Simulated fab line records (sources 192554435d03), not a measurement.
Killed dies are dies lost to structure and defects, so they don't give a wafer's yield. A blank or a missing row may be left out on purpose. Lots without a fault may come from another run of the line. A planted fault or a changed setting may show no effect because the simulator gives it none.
fab line records	flow n5Finfet
record: lots: 24	wafers: 72	lastDay: 18
route steps=1938 shown BEOL_M3@970 BEOL_M4@1035
lots with no fault: from the same line, run without faults
startH: hours from the record's opening day to when the first of the lot's shown wafers began	waitH: hours since the lot's step before	" identical to the entry in the row above	L1.1+2: several wafers, shown together as one row	- value missing, or start not given	* or withheld: withheld	< > ~ a bound
route shown NAME@n: names a module that has steps shown in the file, with the first one's number in the route	usual: the fault-free wafers' mean and standard deviation	same: alike in all rows	chamber/n: place in a boat	sites: readings site by site	_std_site: their standard deviation	_edge_site: inner sites' mean taken away from outer sites' mean	radiusMm: for every site, how far away it sits from the centre of the wafer	mask NAME#n: copy n	behind: tool/chamber where the wafer was last shaped	hold: why the lot was held/for how many hours/how that ended	device: names the non-switching transistor (n, p or np)	end of line: tests run on the same wafers once the route is complete	a step without rows: its recipe alone	killed: dies that structure and defects cost at the first sort, which is not the same as the wafer's yield	map: per-die view of a wafer (x killed, . not killed, _ where there is no die)
set.NAME: the run value of the setting; set.NAME@STEP: its run value at that earlier step	model.NAME: the simulator's own value behind a step, which no gauge read
a sample of lots followed through the steps of the route, with each step as a table and each wafer as a row
services: when a tool's chamber went out of use (startH, in hours from the record's first day, below 0 if earlier), for how many hours, and the reason
== steps ==
step: N5_BEOL_M3_ETCH_77
recipe: chemistry: N2/H2	target: underlayer	targetDepthA: 65	maskMaterial: CAR-EUV	timeS: 5.2	ionEnergyEv: 200	pressureMtorr: 30	sourceW: 840	biasW: 150	n2FlowSccm: 200	h2FlowSccm: 200	ends: cleared
usual: drypumpMotorCurrentA: 5.8/0.55	etchRfOnTimeS: 5.20/0.19	oesProductAu: 0.67/0.084	rfVppV: 524.7/2.4	showerheadPlenumPTorr: 2.57/0.073	throttleValvePct: 17.89/0.18
lot.wafer	tool	chamber	startH	waitH	drypumpMotorCurrentA	etchRfOnTimeS	oesProductAu	rfHoursCounterH	rfVppV	showerheadPlenumPTorr	throttleValvePct
L074.1	rieDiel-05	1	147.14	0.0	5.3	5.31	0.59	236	529.8	2.61	17.93
L074.3	"	0	"	"	6.6	5.39	0.65	143	519.4	2.45	17.65
L074.4	"	2	"	"	6.6	5.31	0.64	145	525.0	2.53	17.81
L075.1	rieDiel-05	0	149.96	0.0	6.6	5.34	0.65	143	522.8	2.45	17.64
L075.4	"	1	"	"	5.3	5.32	0.59	237	526.1	2.60	17.91
L075.6	"	0	"	"	6.6	5.38	0.64	-	518.5	2.45	17.64
L077.3	rieDiel-02	0	159.73	0.0	5.2	5.37	0.60	222	527.3	2.60	17.72
L077.5	"	1	"	"	6.3	5.22	0.70	-	524.6	2.61	17.62
L077.6	"	2	"	"	5.9	5.36	0.60	-	520.7	2.39	17.67
L076.4	rieDiel-05	0	160.40	0.0	6.6	5.37	0.64	147	522.5	2.45	17.65
L076.5	"	2	"	"	6.6	5.35	0.63	-	523.0	2.53	17.82
L076.6	"	3	"	"	5.9	5.31	0.62	-	525.4	2.65	18.13
L078.1	rieDiel-05	2	168.75	0.0	6.6	5.34	0.64	153	523.5	2.53	17.85
L078.2	"	3	"	"	5.8	5.38	0.61	166	528.0	2.65	18.13
L078.3	"	1	"	"	5.3	5.37	0.59	244	525.4	2.60	17.93
L079.2	rieDiel-03	2	193.96	0.0	6.0	5.26	0.83	7	526.8	2.61	17.88
L079.4	"	3	"	"	4.8	5.24	0.62	179	528.1	2.64	17.95
L079.5	"	1	"	"	5.4	4.71	0.66	-	520.5	2.51	18.09
L080.1	rieDiel-02	1	204.24	0.0	6.3	5.27	0.68	71	524.9	2.60	17.63
L080.4	"	2	"	"	5.9	5.37	0.58	247	519.1	2.38	17.72
L080.5	"	0	"	"	5.2	5.40	0.58	-	524.9	2.60	17.73
L082.1	rieDiel-03	3	205.46	0.0	4.8	5.25	0.61	182	525.7	2.64	17.97
L082.3	"	0	"	"	5.9	5.12	0.80	21	524.2	2.50	17.90
L082.4	"	1	"	"	5.3	4.73	0.65	187	521.6	2.51	18.09
L081.1	rieDiel-02	1	207.35	0.0	6.3	5.36	0.68	72	524.9	2.60	17.66
L081.2	"	0	"	"	5.2	5.39	0.59	237	526.2	2.60	17.72
L081.6	"	2	"	"	5.9	5.41	0.58	-	520.0	2.38	17.73
L083.3	rieDiel-03	3	211.31	0.0	4.9	5.19	0.62	184	525.1	2.64	17.97
L083.5	"	3	"	"	4.8	5.24	0.62	-	526.2	2.64	17.97
L083.6	"	0	"	"	5.9	5.08	0.80	-	522.1	2.50	17.91
L084.1	rieDiel-05	2	217.65	0.0	6.6	5.33	0.63	169	521.8	2.52	17.88
L084.2	"	1	"	"	5.3	5.15	0.85	0	527.4	2.60	17.62
L084.5	"	2	"	"	6.6	5.29	0.64	-	523.8	2.52	17.86
L086.3	rieDiel-03	1	222.48	0.0	5.4	4.80	0.64	192	525.0	2.50	18.10
L086.4	"	2	"	"	6.0	5.15	0.81	16	525.1	2.61	17.89
L086.6	"	0	"	"	5.9	5.15	0.79	-	525.2	2.50	17.94
L085.2	rieDiel-03	3	225.30	0.0	4.8	5.19	0.62	189	523.1	2.64	17.97
L085.4	"	1	"	"	5.3	4.81	0.64	193	524.7	2.50	18.13
L085.6	"	2	"	"	6.0	5.24	0.80	-	525.2	2.61	17.88
L088.2	rieDiel-03	1	236.21	0.0	5.4	4.78	0.64	196	525.5	2.50	18.10
L088.4	"	0	"	"	5.9	5.02	0.78	31	520.2	2.50	17.89
L088.6	"	1	"	"	5.3	4.81	0.64	-	524.9	2.50	18.12
L087.2	rieDiel-05	0	239.13	0.0	6.6	5.46	0.62	171	520.0	2.44	17.71
L087.4	"	3	"	"	5.9	5.33	0.59	187	525.1	2.64	18.16
L087.6	"	2	"	"	6.6	5.35	0.62	-	522.1	2.52	17.89
L089.1	rieDiel-02	2	240.47	0.0	5.9	5.35	0.82	1	527.5	2.70	17.30
L089.3	"	3	"	"	6.3	5.26	0.57	243	525.7	2.64	18.01
L089.6	"	0	"	"	5.2	5.40	0.58	-	526.6	2.59	17.76
L090.2	rieDiel-02	1	247.20	0.0	6.3	5.15	0.68	84	526.3	2.60	17.68
L090.3	"	0	"	"	5.2	5.40	0.58	248	525.8	2.59	17.75
L090.5	"	1	"	"	6.3	5.19	0.67	-	523.7	2.60	17.71
L091.3	rieDiel-03	3	250.19	0.0	4.8	5.20	0.62	196	524.7	2.63	18.00
L091.4	"	0	"	"	5.9	5.05	0.79	35	522.5	2.49	17.89
L091.6	"	0	"	"	6.0	5.04	0.78	-	522.8	2.49	17.92
L092.2	rieDiel-03	2	255.36	0.0	6.0	5.13	0.79	27	525.4	2.60	17.90
L092.3	"	3	"	"	4.8	5.21	0.62	198	526.6	2.63	17.95
L092.5	"	1	"	"	5.4	4.81	0.63	-	524.0	2.50	18.13
L093.2	rieDiel-02	1	267.98	0.0	6.3	5.32	0.66	92	524.7	2.59	17.68
L093.5	"	1	"	"	6.3	5.29	0.66	-	522.9	2.59	17.69
L093.6	"	2	"	"	5.9	5.45	0.77	-	530.4	2.70	17.34
L094.2	rieDiel-05	2	280.56	0.0	6.6	5.32	0.61	186	524.1	2.52	17.88
L094.4	"	0	"	"	6.6	5.43	0.61	182	519.1	2.44	17.68
L094.5	"	2	"	"	6.6	5.27	0.61	-	523.9	2.52	17.89
L095.1	rieDiel-03	1	290.23	0.0	5.4	4.75	0.63	212	524.5	2.50	18.13
L095.2	"	3	"	"	4.8	5.09	0.62	208	525.6	2.63	17.97
L095.3	"	0	"	"	5.9	5.03	0.77	46	522.8	2.49	17.94
L096.3	rieDiel-03	1	295.14	0.0	5.4	4.88	0.62	214	523.9	2.50	18.14
L096.5	"	3	"	"	4.8	5.27	0.60	-	525.2	2.63	18.02
L096.6	"	0	"	"	5.9	5.15	0.76	-	522.1	2.49	17.93
L097.1	rieDiel-03	2	295.38	0.0	6.0	5.23	0.75	39	527.0	2.60	17.93
L097.3	"	0	"	"	5.9	5.08	0.76	47	520.9	2.49	17.92
L097.4	"	3	"	"	4.9	5.26	0.60	209	524.4	2.63	17.99
step: N5_BEOL_M3_ETCHBACK_99
recipe: chemistry: CHF3	target: SiO2	targetDepthA: 50	timeS: 10.4	sourceW: 215	biasW: 47	Ar_flow_sccm: 200	CHF3_flow_sccm: 12	ionEnergyEv: 100	pressureMtorr: 30
usual: drypumpMotorCurrentA: 5.9/0.52	oesProductAu: 0.79/0.1	rfVppV: 243.5/2.8	showerheadPlenumPTorr: 2.19/0.068	throttleValvePct: 17.07/0.23
lot.wafer	tool	chamber	startH	waitH	drypumpMotorCurrentA	oesProductAu	rfHoursCounterH	rfVppV	showerheadPlenumPTorr	throttleValvePct
L074.1	rieDiel-02	3	147.94	0.5	6.2	0.68	218	242.7	2.22	17.04
L074.3	"	1	"	"	6.3	0.83	53	242.4	2.19	16.67
L074.4	"	0	"	"	5.2	0.71	218	244.2	2.22	17.11
L075.1	rieDiel-03	0	153.56	3.5	5.9	1.01	2	240.8	2.12	17.10
L075.4	"	0	"	"	5.9	1.01	-	239.9	2.12	17.11
L075.6	"	1	"	"	5.3	0.76	-	244.0	2.15	17.44
L077.3	rieDiel-02	2	162.13	2.2	5.9	0.70	233	237.8	2.07	17.18
L077.5	"	0	"	"	5.2	0.71	-	243.8	2.22	17.14
L077.6	"	1	"	"	6.3	0.82	-	244.8	2.19	16.68
L076.4	rieDiel-05	3	167.32	6.7	5.9	0.71	165	243.3	2.24	17.37
L076.5	"	1	"	"	5.3	0.69	-	251.1	2.21	17.28
L076.6	"	2	"	"	6.6	0.75	-	243.1	2.14	16.97
L078.1	rieDiel-05	0	184.64	15.7	6.6	0.75	153	245.1	2.10	16.93
L078.2	"	1	"	"	5.3	0.69	246	251.0	2.21	17.28
L078.3	"	2	"	"	6.6	0.75	156	240.7	2.14	16.99
L079.2	rieDiel-03	2	196.89	2.8	6.0	0.97	8	241.3	2.23	17.13
L079.4	"	0	"	"	5.9	0.95	19	240.7	2.12	17.15
L079.5	"	3	"	"	4.8	0.72	-	246.5	2.27	17.34
L080.1	rieDiel-05	2	204.85	0.5	6.6	0.75	164	241.4	2.14	17.00
L080.4	"	0	"	"	6.6	0.74	-	246.0	2.10	16.95
L080.5	"	2	"	"	6.6	0.74	-	243.2	2.14	17.00
L081.1	rieDiel-02	3	209.20	1.7	6.2	0.68	234	243.8	2.21	17.08
L081.2	"	2	"	"	5.9	0.69	248	238.6	2.06	17.21
L081.6	"	0	"	"	5.2	0.69	-	244.5	2.21	17.15
L082.1	rieDiel-05	2	209.97	4.4	6.7	0.75	166	242.9	2.14	17.00
L082.3	"	3	"	"	5.8	0.71	178	243.1	2.24	17.40
L082.4	"	2	"	"	6.7	0.74	-	241.9	2.14	17.00
L083.3	rieDiel-03	0	216.03	4.6	6.0	0.93	25	240.4	2.11	17.16
L083.5	"	2	"	"	5.9	0.96	-	241.4	2.23	17.14
L083.6	"	1	"	"	5.3	0.74	-	243.4	2.14	17.48
L084.1	rieDiel-02	1	219.92	2.1	6.3	0.79	77	244.2	2.18	16.72
L084.2	"	0	"	"	5.2	0.69	241	243.2	2.21	17.16
L084.5	"	1	"	"	6.3	0.80	-	243.5	2.18	16.70
L086.3	rieDiel-03	0	223.34	0.7	5.9	0.94	27	240.8	2.11	17.15
L086.4	"	2	"	"	6.0	0.95	16	241.6	2.23	17.14
L086.6	"	1	"	"	5.3	0.73	-	243.0	2.14	17.49
L085.2	rieDiel-03	1	226.36	0.9	5.3	0.74	194	242.4	2.14	17.48
L085.4	"	3	"	"	4.8	0.72	189	245.7	2.27	17.35
L085.6	"	3	"	"	4.9	0.72	-	248.2	2.27	17.33
L088.2	rieDiel-05	3	238.03	1.7	5.8	0.69	187	242.6	2.23	17.41
L088.4	"	0	"	"	6.6	0.73	171	245.6	2.09	16.96
L088.6	"	0	"	"	6.6	0.74	-	246.6	2.09	16.96
L087.2	rieDiel-05	2	244.81	5.5	6.7	0.74	176	243.2	2.13	17.02
L087.4	"	1	"	"	5.3	0.96	7	252.1	2.21	16.93
L087.6	"	3	"	"	5.8	0.70	-	241.8	2.23	17.42
L090.2	rieDiel-02	1	253.21	5.4	6.3	0.79	85	245.8	2.18	16.71
L090.3	"	2	"	"	5.9	0.93	4	241.0	2.33	16.81
L090.5	"	1	"	"	6.3	0.79	-	244.7	2.18	16.72
L089.1	rieDiel-02	1	261.31	20.3	6.3	0.79	89	244.4	2.17	16.73
L089.3	"	2	"	"	5.9	0.90	8	241.3	2.33	16.82
L089.6	"	2	"	"	5.9	0.91	-	240.7	2.33	16.82
L091.3	rieDiel-02	1	266.10	15.8	6.3	0.79	91	244.1	2.17	16.73
L091.4	"	2	"	"	5.9	0.92	-	242.5	2.33	16.82
L091.6	"	3	"	"	6.2	0.67	-	241.6	2.20	17.12
L092.2	rieDiel-02	1	268.56	13.0	6.3	0.78	92	244.6	2.17	16.72
L092.3	"	3	"	"	6.2	0.67	252	241.2	2.20	17.10
L092.5	"	3	"	"	6.2	0.67	-	242.6	2.20	17.13
L093.2	rieDiel-05	0	269.20	1.0	6.6	0.74	179	247.3	2.09	16.96
L093.5	"	0	"	"	6.6	0.73	-	245.0	2.09	16.97
L093.6	"	1	"	"	5.3	0.95	-	249.7	2.20	16.94
L094.2	rieDiel-02	3	285.39	4.2	6.2	0.66	259	242.4	2.20	17.13
L094.4	"	3	"	"	6.2	0.66	-	242.8	2.20	17.12
L094.5	"	2	"	"	5.9	0.88	-	242.6	2.33	16.84
L095.1	rieDiel-02	2	296.47	5.9	5.9	0.88	19	242.5	2.33	16.85
L095.2	"	0	"	"	5.2	0.97	5	244.0	2.20	16.82
L095.3	"	2	"	"	5.9	0.88	-	241.5	2.33	16.85
L096.3	rieDiel-03	0	296.59	1.3	5.9	0.90	48	240.8	2.11	17.19
L096.5	"	1	"	"	5.3	0.72	-	241.5	2.13	17.53
L096.6	"	2	"	"	6.0	0.90	-	242.4	2.22	17.18
L097.1	rieDiel-02	0	301.73	6.2	5.2	0.96	7	245.1	2.20	16.83
L097.3	"	2	"	"	5.9	0.89	21	239.6	2.32	16.86
L097.4	"	0	"	"	5.2	0.97	-	243.7	2.20	16.83
step: N5_BEOL_M3_SPUTTER_79
recipe: material: Cu	targetThkA: 45	tempC: -20	chamberPressurePa: 0.07	powerW: withheld	timeS: 8.29
usual: chuckGasFlowSccm: 1.26/0.05	throttleValvePct: 29.8/1.1
lot.wafer	tool	chamber	startH	waitH	chuckGasFlowSccm	throttleValvePct
L074.1	pvdSputter-01	-	149.66	0.1	1.22	28.9
L074.3	"	-	"	"	1.27	29.0
L074.4	"	-	"	"	1.26	30.3
L075.1	pvdSputter-01	-	155.48	0.1	1.20	29.0
L075.4	"	-	"	"	1.30	30.2
L075.6	"	-	"	"	1.28	29.2
L077.3	pvdSputter-03	-	165.62	0.1	1.25	29.5
L077.5	"	-	"	"	1.29	31.2
L077.6	"	-	"	"	1.27	29.3
L076.4	pvdSputter-02	-	169.53	0.0	1.29	29.2
L076.5	"	-	"	"	1.30	31.5
L076.6	"	-	"	"	1.24	30.0
L078.1	pvdSputter-02	-	186.40	0.1	1.25	29.8
L078.2	"	-	"	"	1.23	29.1
L078.3	"	-	"	"	1.17	29.9
L079.2	pvdSputter-03	-	200.73	0.1	1.22	30.0
L079.4	"	-	"	"	1.30	29.5
L079.5	"	-	"	"	1.28	27.8
L080.1	pvdSputter-03	-	207.47	0.1	1.29	29.5
L080.4	"	-	"	"	1.34	30.4
L080.5	"	-	"	"	1.22	27.5
L081.1	pvdSputter-02	-	211.05	0.1	1.23	30.2
L081.2	"	-	"	"	1.36	29.6
L081.6	"	-	"	"	1.22	29.0
L082.1	pvdSputter-01	-	212.39	0.1	1.24	29.4
L082.3	"	-	"	"	1.20	30.6
L082.4	"	-	"	"	1.32	28.9
L083.3	pvdSputter-03	-	219.40	0.1	1.22	27.6
L083.5	"	-	"	"	1.30	30.2
L083.6	"	-	"	"	1.19	27.5
L084.1	pvdSputter-02	-	221.91	0.1	1.31	29.1
L084.2	"	-	"	"	1.36	29.6
L084.5	"	-	"	"	1.17	31.7
L086.3	pvdSputter-02	-	225.16	0.1	1.24	30.3
L086.4	"	-	"	"	1.24	31.9
L086.6	"	-	"	"	1.34	29.6
L085.2	pvdSputter-01	-	228.27	0.1	1.30	28.8
L085.4	"	-	"	"	1.19	30.5
L085.6	"	-	"	"	1.25	30.1
L088.2	pvdSputter-03	-	240.15	0.1	1.23	29.8
L088.4	"	-	"	"	1.20	31.4
L088.6	"	-	"	"	1.29	31.3
L087.2	pvdSputter-03	-	246.57	0.1	1.17	27.5
L087.4	"	-	"	"	1.32	30.2
L087.6	"	-	"	"	1.27	30.0
L090.2	pvdSputter-03	-	255.20	0.1	1.19	29.6
L090.3	"	-	"	"	1.28	27.9
L090.5	"	-	"	"	1.19	29.4
L089.1	pvdSputter-02	-	262.90	0.1	1.27	31.3
L089.3	"	-	"	"	1.36	29.8
L089.6	"	-	"	"	1.30	30.0
L091.3	pvdSputter-03	-	268.56	0.1	1.32	31.0
L091.4	"	-	"	"	1.25	27.9
L091.6	"	-	"	"	1.28	30.0
L092.2	pvdSputter-01	-	270.68	0.1	1.21	29.2
L092.3	"	-	"	"	1.33	30.1
L092.5	"	-	"	"	1.31	29.1
L093.2	pvdSputter-03	-	271.27	0.1	1.27	29.5
L093.5	"	-	"	"	1.27	31.3
L093.6	"	-	"	"	1.28	30.0
L094.2	pvdSputter-01	-	286.90	0.1	1.27	30.6
L094.4	"	-	"	"	1.21	30.0
L094.5	"	-	"	"	1.34	30.2
L095.1	pvdSputter-01	-	298.63	0.1	1.22	30.4
L095.2	"	-	"	"	1.26	28.9
L095.3	"	-	"	"	1.28	30.2
L096.3	pvdSputter-03	-	298.64	0.1	1.32	31.4
L096.5	"	-	"	"	1.25	31.4
L096.6	"	-	"	"	1.18	29.3
L097.1	pvdSputter-02	-	304.16	0.1	1.23	29.0
L097.3	"	-	"	"	1.30	31.4
L097.4	"	-	"	"	1.29	29.9
step: N5_BEOL_M3_SPUTTER_96
recipe: material: Cu	targetThkA: 45	tempC: -20	chamberPressurePa: 0.07	powerW: withheld	timeS: 8.29
usual: chuckGasFlowSccm: 1.25/0.055	throttleValvePct: 29.8/1.1
lot.wafer	tool	chamber	startH	waitH	chuckGasFlowSccm	throttleValvePct
L074.1	pvdSputter-01	-	151.20	0.1	1.19	28.9
L074.3	"	-	"	"	1.28	29.0
L074.4	"	-	"	"	1.21	30.3
L075.1	pvdSputter-01	-	157.02	0.1	1.20	29.2
L075.4	"	-	"	"	1.28	29.9
L075.6	"	-	"	"	1.35	29.1
L077.3	pvdSputter-03	-	167.16	0.1	1.31	29.6
L077.5	"	-	"	"	1.25	31.2
L077.6	"	-	"	"	1.23	29.3
L076.4	pvdSputter-02	-	171.07	0.0	1.30	28.9
L076.5	"	-	"	"	1.26	31.5
L076.6	"	-	"	"	1.21	30.2
L078.1	pvdSputter-02	-	195.80	0.1	1.26	29.5
L078.2	"	-	"	"	1.32	29.2
L078.3	"	-	"	"	1.36	30.2
L079.2	pvdSputter-03	-	202.27	0.1	1.18	30.1
L079.4	"	-	"	"	1.25	29.4
L079.5	"	-	"	"	1.27	27.3
L080.1	pvdSputter-03	-	209.01	0.1	1.30	29.6
L080.4	"	-	"	"	1.30	30.2
L080.5	"	-	"	"	1.18	27.4
L081.1	pvdSputter-02	-	212.59	0.1	1.20	30.4
L081.2	"	-	"	"	1.32	29.5
L081.6	"	-	"	"	1.17	29.1
L082.1	pvdSputter-01	-	213.93	0.1	1.27	28.8
L082.3	"	-	"	"	1.28	30.4
L082.4	"	-	"	"	1.21	28.9
L083.3	pvdSputter-03	-	220.94	0.1	1.26	27.5
L083.5	"	-	"	"	1.26	30.3
L083.6	"	-	"	"	1.11	27.5
L084.1	pvdSputter-02	-	223.45	0.1	1.23	29.1
L084.2	"	-	"	"	1.32	29.7
L084.5	"	-	"	"	1.28	31.3
L086.3	pvdSputter-02	-	226.70	0.1	1.20	30.1
L086.4	"	-	"	"	1.26	31.8
L086.6	"	-	"	"	1.30	29.9
L085.2	pvdSputter-01	-	229.81	0.1	1.27	28.9
L085.4	"	-	"	"	1.29	30.4
L085.6	"	-	"	"	1.19	30.2
L088.2	pvdSputter-03	-	241.69	0.1	1.30	29.5
L088.4	"	-	"	"	1.35	31.2
L088.6	"	-	"	"	1.20	31.3
L087.2	pvdSputter-03	-	248.11	0.1	1.29	27.3
L087.4	"	-	"	"	1.26	30.2
L087.6	"	-	"	"	1.24	30.1
L090.2	pvdSputter-03	-	256.74	0.1	1.24	29.4
L090.3	"	-	"	"	1.22	27.6
L090.5	"	-	"	"	1.37	29.2
L089.1	pvdSputter-02	-	264.44	0.1	1.25	31.5
L089.3	"	-	"	"	1.22	29.6
L089.6	"	-	"	"	1.20	30.2
L091.3	pvdSputter-03	-	270.10	0.1	1.25	31.3
L091.4	"	-	"	"	1.22	27.5
L091.6	"	-	"	"	1.19	30.0
L092.2	pvdSputter-01	-	272.22	0.1	1.25	28.9
L092.3	"	-	"	"	1.27	30.0
L092.5	"	-	"	"	1.30	28.9
L093.2	pvdSputter-03	-	272.81	0.1	1.15	29.4
L093.5	"	-	"	"	1.24	31.2
L093.6	"	-	"	"	1.30	30.3
L094.2	pvdSputter-01	-	288.44	0.1	1.27	30.5
L094.4	"	-	"	"	1.27	29.9
L094.5	"	-	"	"	1.28	29.9
L095.1	pvdSputter-01	-	300.17	0.1	1.28	30.1
L095.2	"	-	"	"	1.29	29.0
L095.3	"	-	"	"	1.29	30.6
L096.3	pvdSputter-03	-	300.18	0.1	1.24	31.5
L096.5	"	-	"	"	1.30	31.1
L096.6	"	-	"	"	1.24	29.4
L097.1	pvdSputter-02	-	305.70	0.1	1.25	29.1
L097.3	"	-	"	"	1.30	31.5
L097.4	"	-	"	"	1.21	30.1
step: N5_BEOL_M3_THK_MEAS_53
recipe: thkMeasGauge: xrf	reads: Cu_of_BEOL_M3_ECD_50
usual: M3_THK: 41.1/1.7
lot.wafer	tool	chamber	startH	waitH	M3_THK[nm]
L074.1	filmMetro-02	-	151.99	-	42.2
L074.3	"	-	"	"	39.8
L074.4	"	-	"	"	41.5
L075.1	filmMetro-01	-	157.81	-	40.3
L075.4	"	-	"	"	40.5
L075.6	"	-	"	"	40.6
L077.3	filmMetro-01	-	168.08	-	39.3
L077.5	"	-	"	"	41.4
L077.6	"	-	"	"	44.3
L076.4	filmMetro-02	-	171.82	-	43.4
L076.5	"	-	"	"	42.0
L076.6	"	-	"	"	40.6
L078.1	filmMetro-01	-	196.59	-	43.3
L078.2	"	-	"	"	37.4
L078.3	"	-	"	"	39.6
L079.2	filmMetro-01	-	203.06	-	39.0
L079.4	"	-	"	"	40.5
L079.5	"	-	"	"	40.5
L080.1	filmMetro-02	-	209.80	-	40.5
L080.4	"	-	"	"	41.4
L080.5	"	-	"	"	42.1
L081.1	filmMetro-02	-	213.38	-	40.8
L081.2	"	-	"	"	41.4
L081.6	"	-	"	"	42.3
L082.1	filmMetro-02	-	214.72	-	41.5
L082.3	"	-	"	"	40.4
L082.4	"	-	"	"	43.6
L083.3	filmMetro-01	-	221.78	-	40.3
L083.5	"	-	"	"	42.5
L083.6	"	-	"	"	42.9
L084.1	filmMetro-02	-	224.26	-	38.5
L084.2	"	-	"	"	39.9
L084.5	"	-	"	"	40.0
L086.3	filmMetro-01	-	227.72	-	43.4
L086.4	"	-	"	"	44.0
L086.6	"	-	"	"	41.0
L085.2	filmMetro-02	-	230.64	-	39.8
L085.4	"	-	"	"	42.1
L085.6	"	-	"	"	42.7
L088.2	filmMetro-02	-	242.48	-	39.9
L088.4	"	-	"	"	46.2
L088.6	"	-	"	"	45.6
L087.2	filmMetro-02	-	248.90	-	40.1
L087.4	"	-	"	"	43.5
L087.6	"	-	"	"	42.5
L090.2	filmMetro-01	-	257.53	-	38.4
L090.3	"	-	"	"	40.4
L090.5	"	-	"	"	40.5
L089.1	filmMetro-02	-	265.23	-	37.7
L089.3	"	-	"	"	40.6
L089.6	"	-	"	"	39.1
L091.3	filmMetro-02	-	270.90	-	41.8
L091.4	"	-	"	"	43.3
L091.6	"	-	"	"	42.6
L092.2	filmMetro-02	-	273.01	-	41.1
L092.3	"	-	"	"	39.2
L092.5	"	-	"	"	40.0
L093.2	filmMetro-02	-	273.59	-	40.5
L093.5	"	-	"	"	43.1
L093.6	"	-	"	"	41.6
L094.2	filmMetro-02	-	289.23	-	37.8
L094.4	"	-	"	"	41.0
L094.5	"	-	"	"	39.8
L095.1	filmMetro-02	-	300.96	-	40.0
L095.2	"	-	"	"	42.9
L095.3	"	-	"	"	42.1
L096.3	filmMetro-01	-	300.97	-	40.4
L096.5	"	-	"	"	42.4
L096.6	"	-	"	"	39.5
L097.1	filmMetro-02	-	306.49	-	40.9
L097.3	"	-	"	"	40.9
L097.4	"	-	"	"	40.7
step: N5_BEOL_M4_OVL_MEAS_12
recipe: pointsPerWafer: 522
usual: M4_OVL: 0.1/0.84
lot.wafer	tool	chamber	startH	waitH	M4_OVL[nm]
L074.1	overlay-02	0	153.26	0.0	1.6
L074.3	"	0	"	"	0.7
L074.4	"	0	"	"	1.4
L075.1	overlay-02	0	159.55	0.0	0.4
L075.4	"	0	"	"	-0.5
L075.6	"	0	"	"	0.9
L077.3	overlay-01	0	169.13	0.0	0.2
L077.5	"	0	"	"	0.3
L077.6	"	0	"	"	0.9
L076.4	overlay-02	0	176.73	0.0	-0.5
L076.5	"	0	"	"	1.1
L076.6	"	0	"	"	1.1
L078.1	overlay-02	0	197.92	0.0	-0.1
L078.2	"	0	"	"	-0.2
L078.3	"	0	"	"	0.2
L079.2	overlay-02	0	204.25	0.0	1.3
L079.4	"	0	"	"	1.6
L079.5	"	0	"	"	0.3
L080.1	overlay-02	0	211.06	0.0	0.8
L080.4	"	0	"	"	-0.1
L080.5	"	0	"	"	-0.3
L081.1	overlay-01	0	215.18	0.0	0.7
L081.2	"	0	"	"	0.4
L081.6	"	0	"	"	-0.6
L082.1	overlay-02	0	216.22	0.0	1.0
L082.3	"	0	"	"	1.1
L082.4	"	0	"	"	0.2
L083.3	overlay-01	0	224.13	0.0	0.8
L083.5	"	0	"	"	1.5
L083.6	"	0	"	"	-0.8
L084.1	overlay-01	0	226.89	0.0	0.3
L084.2	"	0	"	"	1.4
L084.5	"	0	"	"	1.2
L086.3	overlay-01	0	230.94	0.0	0.0
L086.4	"	0	"	"	1.4
L086.6	"	0	"	"	0.4
L085.2	overlay-02	0	232.31	0.0	-0.9
L085.4	"	0	"	"	-1.4
L085.6	"	0	"	"	-0.6
L088.2	overlay-02	0	245.63	0.0	-0.2
L088.4	"	0	"	"	-0.3
L088.6	"	0	"	"	-0.3
L087.2	overlay-02	0	252.07	0.0	0.8
L087.4	"	0	"	"	0.9
L087.6	"	0	"	"	0.1
L090.2	overlay-02	0	259.40	0.0	-1.1
L090.3	"	0	"	"	-1.4
L090.5	"	0	"	"	-2.0
L089.1	overlay-01	0	266.88	0.0	1.0
L089.3	"	0	"	"	2.1
L089.6	"	0	"	"	0.1
L091.3	overlay-01	0	275.00	0.0	0.4
L091.4	"	0	"	"	1.5
L091.6	"	0	"	"	1.5
L092.2	overlay-01	0	275.17	0.0	-1.0
L092.3	"	0	"	"	-0.4
L092.5	"	0	"	"	0.1
L093.2	overlay-01	0	275.36	0.0	-0.2
L093.5	"	0	"	"	1.0
L093.6	"	0	"	"	0.6
L094.2	overlay-01	0	290.30	0.0	0.4
L094.4	"	0	"	"	-0.5
L094.5	"	0	"	"	0.3
L095.1	overlay-01	0	302.69	0.0	0.1
L095.2	"	0	"	"	0.0
L095.3	"	0	"	"	-0.6
L096.3	overlay-01	0	302.87	0.0	0.1
L096.5	"	0	"	"	-0.3
L096.6	"	0	"	"	0.0
L097.1	overlay-01	0	309.85	0.0	-1.0
L097.3	"	0	"	"	-1.1
L097.4	"	0	"	"	-0.9
== services ==
tool	chamber	startH	hours	kind
rieDiel-05	0	130.14	5.3	repair
rieDiel-03	0	130.43	-	clean
rieDiel-03	0	130.43	-	consumableReplace:focusRing
rieDiel-03	0	130.43	18.5	scheduledDown
rieDiel-03	0	130.43	18.5	ventCycle
pvdSputter-03	-	137.19	0.5	repair
rieDiel-02	-	145.77	0.3	repair
rieDiel-03	2	149.60	-	clean
rieDiel-03	2	149.60	-	consumableReplace:focusRing
pvdSputter-01	-	172.98	11.1	repair
rieDiel-02	2	214.60	-	clean
rieDiel-02	2	214.60	-	consumableReplace:focusRing
rieDiel-02	2	214.60	-	consumableReplace:showerhead
rieDiel-02	2	214.60	22.7	scheduledDown
rieDiel-02	2	214.60	22.7	ventCycle
rieDiel-02	0	254.63	-	clean
rieDiel-02	0	254.63	-	consumableReplace:focusRing
rieDiel-02	0	254.63	32.4	scheduledDown
rieDiel-02	0	254.63	32.4	ventCycle
rieDiel-02	3	287.04	-	clean
rieDiel-02	3	287.04	-	consumableReplace:focusRing
rieDiel-02	3	287.04	29.0	scheduledDown
rieDiel-02	3	287.04	29.0	ventCycle
rieDiel-03	1	298.81	7.3	repair
== key ==
fault none
